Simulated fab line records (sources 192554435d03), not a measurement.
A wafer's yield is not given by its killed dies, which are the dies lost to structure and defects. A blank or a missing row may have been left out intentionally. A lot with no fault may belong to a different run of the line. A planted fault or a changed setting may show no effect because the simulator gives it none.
fab line records	flow n5_finfet
record: lots: 10	wafers: 30	last_day: 17
route steps=1938 shown BEOL_M13@1693 PASSIVATION@1936
lots untouched by any fault: they come from a run of this same line in which no faults occurred
start_h: hours from the record's opening day to when the first of the lot's shown wafers began	wait_h: how many hours have passed since the lot's step before this one	" as in the row above	L1.1+2: a row that stands for several wafers	- no value, or no start was given	* or withheld: withheld	< > ~ a bound
route shown NAME@n: names a module that has steps shown in the file, with the first one's number in the route	usual: mean/standard deviation taken from wafers without a fault	same: alike in all rows	chamber/n: place in a boat	sites: per-site readings	_std_site: their standard deviation	_edge_site: mean of outer sites minus mean of inner sites	radius_mm: for every site, how far away it sits from the centre of the wafer	mask NAME#n: copy n	behind: the most recent tool/chamber to have shaped the wafer	hold: why the lot went on hold/how many hours it stayed there/how the hold came to an end	device: names the non-switching transistor (n, p or np)	end of line: the tests these same wafers got at the end of their route	where a step has no rows: the recipe by itself	killed: dies that structure and defects cost at the first sort, which is not the same as the wafer's yield	map: a wafer's dies, x killed, . not, _ none there
set.NAME: the setting that was run; set.NAME@STEP: the one run at that earlier step	model.NAME: the simulator's own value behind a step, which no gauge read
the route's steps for a sample of lots (tables are steps, rows are wafers)
services: from which hour (start_h, from the record's first day; less than 0 if before it) a tool's chamber was out of use, for how many hours, and why
== steps ==
step: N5_BEOL_M13_ETCH_67
recipe: chemistry: CF4	target: SiARC	target_depth_a: 1430	time_s: 238.3	ion_energy_ev: 80	pressure_mtorr: 40	source_w: 545	bias_w: 36	Ar_flow_sccm: 100	cf4_flow_sccm: 100	ends: cleared
usual: drypump_motor_current_A: 5.4/0.45	etch_rf_on_time_s: 235/6.1	oes_product_au: 0.71/0.075	rf_vpp_V: 184.5/1.1	showerhead_plenum_p_Torr: 2.18/0.068	throttle_valve_pct: 15.54/0.26
lot.wafer	tool	chamber	start_h	wait_h	drypump_motor_current_A	etch_rf_on_time_s	oes_product_au	rf_hours_counter_h	rf_vpp_V	showerhead_plenum_p_Torr	throttle_valve_pct
L311.2	rie_diel-04	0	253.87	0.0	5.6	228	0.78	44	184.3	2.17	15.30
L311.5	"	1	"	"	5.4	236	0.63	-	183.5	2.13	15.59
L311.6	"	2	"	"	5.2	229	0.72	-	186.1	2.17	15.27
L312.2	rie_diel-06	1	272.01	0.0	5.8	225	0.75	47	184.3	2.09	15.47
L312.4	"	2	"	"	4.7	232	0.76	22	185.4	2.27	15.54
L312.6	"	1	"	"	5.8	228	0.75	-	182.6	2.09	15.48
L314.2	rie_diel-04	2	280.21	0.0	5.2	230	0.72	67	183.1	2.17	15.28
L314.3	"	3	"	"	5.8	251	0.59	237	184.8	2.20	16.17
L314.4	"	1	"	"	5.3	242	0.62	187	184.1	2.13	15.58
L317.2	rie_diel-02	1	308.11	0.0	6.1	243	0.77	19	186.1	2.27	15.09
L317.5	"	2	"	"	5.5	228	0.85	-	183.9	2.21	15.53
L317.6	"	1	"	"	6.0	244	0.77	-	185.7	2.27	15.10
L323.1	rie_diel-04	2	337.82	0.0	5.3	229	0.69	88	184.0	2.16	15.33
L323.2	"	0	"	"	5.6	229	0.74	72	183.9	2.16	15.34
L323.3	"	1	"	"	5.3	241	0.61	208	182.0	2.12	15.66
L327.2	rie_diel-02	2	342.12	0.0	5.5	229	0.81	16	184.8	2.20	15.56
L327.3	"	1	"	"	6.0	241	0.75	30	186.6	2.27	15.12
L327.4	"	3	"	"	5.9	237	0.74	49	183.6	2.17	15.51
L328.1	rie_diel-06	1	349.36	0.0	5.8	229	0.71	74	183.3	2.08	15.54
L328.2	"	2	"	"	4.7	231	0.72	49	185.7	2.26	15.61
L328.5	"	3	"	"	4.8	226	0.83	-	185.1	2.19	15.22
L329.1	rie_diel-06	2	365.70	0.0	4.7	232	0.71	56	186.0	2.26	15.62
L329.5	"	1	"	"	5.8	226	0.71	-	184.8	2.08	15.56
L329.6	"	2	"	"	4.7	232	0.72	-	185.1	2.26	15.60
L331.1	rie_diel-02	2	377.83	0.0	5.5	234	0.79	29	185.5	2.20	15.57
L331.3	"	3	"	"	5.9	240	0.73	55	185.7	2.17	15.49
L331.4	"	0	"	"	5.8	230	0.71	82	183.8	2.25	15.49
L332.2	rie_diel-02	0	381.58	0.0	5.8	230	0.71	83	185.4	2.25	15.46
L332.4	"	3	"	"	5.9	236	0.75	56	182.6	2.16	15.50
L332.5	"	3	"	"	5.9	237	0.74	-	184.6	2.17	15.51
step: N5_BEOL_M13_ETCH_38
recipe: chemistry: CF4/N2	target: SiCN	target_depth_a: 675	taper_deg: 2	time_s: 71.9	ion_energy_ev: 150	mask_material: SiO2	pressure_mtorr: 40	source_w: 430	bias_w: 70	Ar_flow_sccm: 100	cf4_flow_sccm: 60	n2_flow_sccm: 60
usual: drypump_motor_current_A: 5.4/0.47	oes_product_au: 0.84/0.089	rf_vpp_V: 383.3/1.9	showerhead_plenum_p_Torr: 2.25/0.074	throttle_valve_pct: 15.35/0.24
lot.wafer	tool	chamber	start_h	wait_h	drypump_motor_current_A	oes_product_au	rf_hours_counter_h	rf_vpp_V	showerhead_plenum_p_Torr	throttle_valve_pct
L311.2	rie_diel-04	3	258.95	-	5.9	0.70	231	383.7	2.27	15.96
L311.5	"	2	"	"	5.2	0.85	-	384.2	2.24	15.13
L311.6	"	1	"	"	5.3	0.74	-	382.3	2.20	15.44
L312.2	rie_diel-04	0	273.73	-	5.6	0.88	50	383.4	2.24	15.13
L312.4	"	1	"	"	5.3	0.73	185	381.6	2.19	15.44
L312.6	"	0	"	"	5.6	0.90	-	382.5	2.24	15.13
L314.2	rie_diel-02	2	283.34	-	5.5	0.68	250	383.6	2.28	15.86
L314.3	"	3	"	"	5.9	0.92	27	382.6	2.25	15.32
L314.4	"	0	"	"	5.8	0.88	49	384.9	2.32	15.19
L317.2	rie_diel-02	1	313.59	-	6.0	0.90	21	386.6	2.34	14.93
L317.5	"	2	"	"	5.5	0.99	-	383.0	2.28	15.37
L317.6	"	1	"	"	6.0	0.90	-	386.3	2.34	14.92
L323.1	rie_diel-02	1	339.75	-	6.0	0.89	29	385.1	2.34	14.93
L323.2	"	2	"	"	5.5	0.95	15	383.7	2.27	15.39
L323.3	"	0	"	"	5.8	0.85	69	386.3	2.32	15.23
L327.2	rie_diel-02	2	342.80	-	5.5	0.96	16	383.4	2.27	15.39
L327.3	"	1	"	"	6.0	0.88	30	387.1	2.33	14.95
L327.4	"	0	"	"	5.8	0.85	70	384.8	2.32	15.24
L328.1	rie_diel-02	0	351.11	-	5.8	0.85	73	384.4	2.31	15.23
L328.2	"	1	"	"	6.0	0.87	33	383.6	2.33	14.94
L328.5	"	0	"	"	5.8	0.85	-	384.5	2.31	15.24
L329.1	rie_diel-02	3	367.97	-	5.9	0.88	52	383.4	2.24	15.36
L329.5	"	1	"	"	6.0	0.87	-	384.7	2.33	14.97
L329.6	"	2	"	"	5.5	0.93	-	382.4	2.27	15.41
L331.1	rie_diel-06	0	378.59	-	4.8	0.97	2	385.6	2.35	15.28
L331.3	"	2	"	"	4.6	0.84	60	385.6	2.32	15.42
L331.4	"	0	"	"	4.8	0.98	-	387.1	2.35	15.27
L332.2	rie_diel-06	1	382.50	-	5.8	0.82	86	381.0	2.14	15.37
L332.4	"	2	"	"	4.7	0.84	-	385.5	2.32	15.44
L332.5	"	1	"	"	5.8	0.82	-	380.5	2.14	15.38
step: N5_BEOL_M13_SPUTTER_44
recipe: material: Ta	target_thk_a: 100	temp_c: 50	bias_v: 80	power_w: 15000	chamber_pressure_pa: 0.07	time_s: 16.13
usual: cathode_dc_power_W: 15000/2.8	throttle_valve_pct: 29.8/1.1
lot.wafer	tool	chamber	start_h	wait_h	cathode_dc_power_W	throttle_valve_pct
L311.2	pvd_sputter-03	-	259.59	0.0	14997	30.6
L311.5	"	-	"	"	14994	29.0
L311.6	"	-	"	"	15001	29.4
L312.2	pvd_sputter-01	-	274.78	0.0	15001	32.0
L312.4	"	-	"	"	14995	30.9
L312.6	"	-	"	"	14996	27.3
L314.2	pvd_sputter-03	-	284.04	0.0	15001	29.1
L314.3	"	-	"	"	15006	29.5
L314.4	"	-	"	"	15001	30.3
L317.2	pvd_sputter-03	-	314.01	0.0	14999	30.2
L317.5	"	-	"	"	15002	29.4
L317.6	"	-	"	"	14996	29.3
L323.1	pvd_sputter-03	-	340.36	0.0	15002	30.0
L323.2	"	-	"	"	15000	29.3
L323.3	"	-	"	"	15003	29.0
L327.2	pvd_sputter-02	-	343.22	0.0	14999	31.4
L327.3	"	-	"	"	14998	30.0
L327.4	"	-	"	"	14997	29.5
L328.1	pvd_sputter-02	-	351.63	0.0	15000	29.5
L328.2	"	-	"	"	15006	28.4
L328.5	"	-	"	"	15001	30.0
L329.1	pvd_sputter-01	-	368.47	0.0	15002	32.1
L329.5	"	-	"	"	15001	27.4
L329.6	"	-	"	"	14999	31.8
L331.1	pvd_sputter-02	-	379.17	0.0	15001	31.1
L331.3	"	-	"	"	14998	29.4
L331.4	"	-	"	"	14999	29.8
L332.2	pvd_sputter-02	-	383.53	0.0	15001	31.3
L332.4	"	-	"	"	14997	28.5
L332.5	"	-	"	"	14998	31.4
step: N5_BEOL_M13_CMP_49
recipe: stop_on: SiOC	t_overpolish_s: 17.1	down_force_psi: 1	platen_rpm: 50	clearing_platen_down_force_psi: 1.5	clearing_platen_rpm: 50	post_cmp_clean: cu_alkaline	target_thk_nm: 420	clearing_platen_pad_velocity_m_s: 0.99484	pad_velocity_m_s: 0.99484
usual: barrier_field_endpoint_s: 30.5/0.76	motor_current_A: 5.9/0.58	slurry_flow_ml_min: 150.1/0.46
lot.wafer	tool	chamber	start_h	wait_h	barrier_field_endpoint_s	motor_current_A	slurry_flow_ml_min
L311.2	cmp-01	1	260.54	0.2	31.0	6.3	149.9
L311.6	"	0	"	"	30.5	5.7	149.7
L311.5	"	1	"	"	30.6	6.5	150.6
L312.2	cmp-02	1	275.52	0.3	30.5	5.5	150.2
L312.4	"	2	"	"	30.9	6.1	150.1
L312.6	"	0	"	"	30.1	6.3	150.5
L314.2	cmp-01	0	286.26	0.2	30.6	5.3	149.9
L314.4	"	1	"	"	30.8	6.6	149.9
L314.3	"	2	"	"	30.5	5.7	149.8
L317.2	cmp-03	0	314.94	0.3	28.0	5.5	149.6
L317.6	"	2	"	"	27.4	5.5	150.0
L317.5	"	3	"	"	29.5	5.9	149.9
L323.1	cmp-01	2	341.14	0.3	30.8	5.7	149.6
L323.2	"	0	"	"	27.7	5.7	149.6
L323.3	"	1	"	"	28.7	7.2	149.7
L327.2	cmp-03	0	343.99	0.2	31.9	5.4	151.0
L327.4	"	1	"	"	30.8	5.5	149.8
L327.3	"	2	"	"	31.4	5.3	150.0
L328.2	cmp-02	0	352.30	0.2	29.9	6.3	150.2
L328.1	"	3	"	"	30.7	5.9	149.7
L328.5	"	1	"	"	30.7	5.6	150.6
L329.1	cmp-01	2	369.20	0.3	29.0	5.6	150.0
L329.6	"	0	"	"	29.4	5.4	149.0
L329.5	"	1	"	"	29.1	6.7	149.7
L331.3	cmp-03	0	379.90	0.2	30.1	5.6	150.3
L331.1	"	1	"	"	29.6	5.4	150.5
L331.4	"	2	"	"	29.9	5.6	150.9
L332.4	cmp-03	2	384.18	0.1	29.5	5.2	150.2
L332.2	"	0	"	"	30.5	5.2	150.4
L332.5	"	3	"	"	30.3	5.9	149.4
step: N5_BEOL_M13_RS_MEAS_54
recipe: thk_meas_gauge: four-point-probe	reads: Cu_of_BEOL_M13_ECD_47+Ta_of_BEOL_M13_SPUTTER_44+TaN_of_BEOL_M13_SPUTTER_43
usual: M13_RS: 0.0446/0.00065
lot.wafer	tool	chamber	start_h	wait_h	M13_RS[ohm/sq]
L311.2	film_metro-02	-	260.93	0.1	0.0444
L311.5	"	-	"	"	0.0451
L311.6	"	-	"	"	0.0448
L312.2	film_metro-01	-	275.86	0.1	0.0444
L312.4	"	-	"	"	0.0440
L312.6	"	-	"	"	0.0442
L314.2	film_metro-02	-	286.64	0.1	0.0439
L314.3	"	-	"	"	0.0444
L314.4	"	-	"	"	0.0446
L317.2	film_metro-01	-	315.29	0.1	0.0448
L317.5	"	-	"	"	0.0436
L317.6	"	-	"	"	0.0448
L323.1	film_metro-02	-	341.57	0.0	0.0447
L323.2	"	-	"	"	0.0441
L323.3	"	-	"	"	0.0446
L327.2	film_metro-01	-	344.37	0.1	0.0439
L327.3	"	-	"	"	0.0454
L327.4	"	-	"	"	0.0455
L328.1	film_metro-01	-	352.72	0.0	0.0439
L328.2	"	-	"	"	0.0438
L328.5	"	-	"	"	0.0434
L329.1	film_metro-02	-	369.55	0.0	0.0446
L329.5	"	-	"	"	0.0441
L329.6	"	-	"	"	0.0443
L331.1	film_metro-02	-	380.29	0.0	0.0440
L331.3	"	-	"	"	0.0443
L331.4	"	-	"	"	0.0433
L332.2	film_metro-01	-	384.61	0.1	0.0434
L332.4	"	-	"	"	0.0446
L332.5	"	-	"	"	0.0447
step: N5_PASSIVATION_PROBE_49
usual: defect_limited_yield: 90.9/1.6	killed_at_M0_to_M3: 34/11	killed_at_M4_up: 14/5.7	killed_at_contacts: 13/6.5	killed_at_front_end: 43/11	killed_at_other: 4/3.1	killed_dies: 107/19	killed_on_rim: 14/3.9	killed_open: 71/14	killed_short: 35/7.9	sort_bin_5_function: 5.3/1.1	sort_bin_6_memory: 3.4/0.74	sort_bin_8_speed: 0.00/0.014	sort_n_pass: 1073/19
same: gross_dies: 1180	killed_at_back_side: 0	sort_bin_4_leakage[%]: 0
lot.wafer	tool	chamber	start_h	wait_h	defect_limited_yield[%]	killed_at_M0_to_M3	killed_at_M4_up	killed_at_contacts	killed_at_front_end	killed_at_other	killed_dies	killed_on_rim	killed_open	killed_short	sort_bin_5_function[%]	sort_bin_6_memory[%]	sort_bin_8_speed[%]	sort_n_pass
L317.2	prober-01	-	345.71	0.1	88.5	28	21	21	60	6	136	20	94	42	6.5	4.6	0	1044
L317.5	prober-01	-	345.86	0.2	90.8	29	10	20	44	5	108	12	73	35	5.0	3.6	0	1072
L317.6	prober-01	-	345.91	0.3	90.8	22	20	22	43	1	108	15	77	31	6.0	2.9	0	1072
L323.1	prober-01	-	370.13	0.0	94.5	22	6	4	31	2	65	4	40	23	3.3	2.0	0	1115
L323.2	prober-01	-	370.18	0.1	91.5	31	14	6	40	9	100	9	63	37	5.2	3.0	0	1080
L323.3	prober-01	-	370.23	0.1	92.4	23	10	9	45	3	90	9	46	44	3.6	3.6	0	1090
killed by level:class
L317.2 FIN_SAQP:geometric_particle:open=30 MOL_CONTACT_COAG:geometric_particle:open=19 FIN_SAQP:geometric_particle:short=11 BEOL_M4:geometric_particle:open=11 BEOL_M2:geometric_particle:open=6 BEOL_M2:geometric_particle:short=5 BEOL_M0_SAQP:geometric_particle:short=5 BEOL_M1:geometric_particle:open=5
L317.5 MOL_CONTACT_COAG:geometric_particle:open=16 BEOL_M2:geometric_particle:open=13 FIN_SAQP:geometric_particle:open=12 FIN_SAQP:geometric_particle:short=7 STI_FIN_REVEAL:geometric_particle:open=7 GATE_CUT:geometric_particle:short=7 BEOL_M4:geometric_particle:open=5 MOL_CONTACT_COAG:geometric_particle:short=4
L317.6 MOL_CONTACT_COAG:geometric_particle:open=19 FIN_SAQP:geometric_particle:open=18 BEOL_M4:geometric_particle:open=10 BEOL_M1:geometric_particle:open=8 FIN_SAQP:geometric_particle:short=7 STI_FIN_REVEAL:geometric_particle:open=4 BEOL_M2:geometric_particle:open=4 BEOL_M4:geometric_particle:short=4
L323.1 BEOL_M3:geometric_particle:open=6 GATE_CUT:geometric_particle:open=5 BEOL_M0_SAQP:geometric_particle:short=5 STI_FIN_REVEAL:geometric_particle:open=4 DUMMY_GATE:geometric_particle:open=4 GATE_CUT:geometric_particle:short=4 MOL_CONTACT_COAG:geometric_particle:open=3 BEOL_M1:geometric_particle:open=3
L323.2 BEOL_M3:geometric_particle:open=8 BEOL_M0_SAQP:geometric_particle:short=6 FIN_SAQP:geometric_particle:open=5 STI_FIN_REVEAL:geometric_particle:open=5 DUMMY_GATE:geometric_particle:open=5 GATE_CUT:geometric_particle:short=5 BEOL_M2:geometric_particle:open=5 MOL_CONTACT_COAG:geometric_particle:open=4
L323.3 FIN_SAQP:geometric_particle:short=9 GATE_CUT:geometric_particle:short=8 STARTING-WAFER:geometric_particle:short=8 MOL_CONTACT_COAG:geometric_particle:open=6 BEOL_M3:geometric_particle:short=5 BEOL_M3:geometric_particle:open=5 BEOL_M4:geometric_particle:open=5 FIN_SAQP:geometric_particle:open=4
== services ==
tool	chamber	start_h	hours	kind
cmp-03	-	234.83	4.0	pm
rie_diel-04	0	239.88	1.8	repair
cmp-03	-	241.71	8.8	pm
cmp-01	-	248.49	9.0	repair
rie_diel-02	1	252.83	7.7	repair
cmp-01	-	262.95	3.7	repair
cmp-03	-	276.12	4.4	repair
cmp-01	-	281.95	4.0	pm
rie_diel-02	2	284.20	-	clean
rie_diel-02	2	284.20	-	consumable_replace:focus_ring
rie_diel-02	2	284.20	12.1	scheduled_down
rie_diel-02	2	284.20	12.1	vent_cycle
rie_diel-06	2	287.31	3.1	repair
cmp-02	-	294.69	4.3	pm
rie_diel-06	3	298.34	-	clean
cmp-02	-	304.26	4.0	pm
cmp-03	-	326.71	1.0	repair
rie_diel-06	3	340.10	5.4	repair
cmp-01	-	341.57	5.2	pm
rie_diel-02	3	348.83	14.2	repair
cmp-01	-	351.23	1.4	repair
rie_diel-06	3	361.08	4.9	repair
cmp-02	-	368.26	2.4	repair
rie_diel-06	3	377.92	12.4	repair
== key ==
first_sign: step: N5_BEOL_M13_CMP_49	reading: barrier_field_endpoint_s	direction: down	sigmas: 3.4	usual: 30.5	struck: 27.9
effect none on later readings
met_at N5_BEOL_M13_SPUTTER_44
struck_lots L317,L323
struck_wafers L317.2,L317.6,L323.2,L323.3
not_acting_at N5_BEOL_M13_ETCH_67,N5_BEOL_M13_ETCH_38,N5_BEOL_M13_RS_MEAS_54
onset_between 284.04 314.01
fault: kind: process_parameter_drift	tool: pvd_sputter-03	chamber: -	onset_h: 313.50	steps: N5_BEOL_M13_SPUTTER_44	channel: time_s	offset: *	shape: step	end_h: 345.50	scope: struck_wafers_only	acts_in: *	stated: *
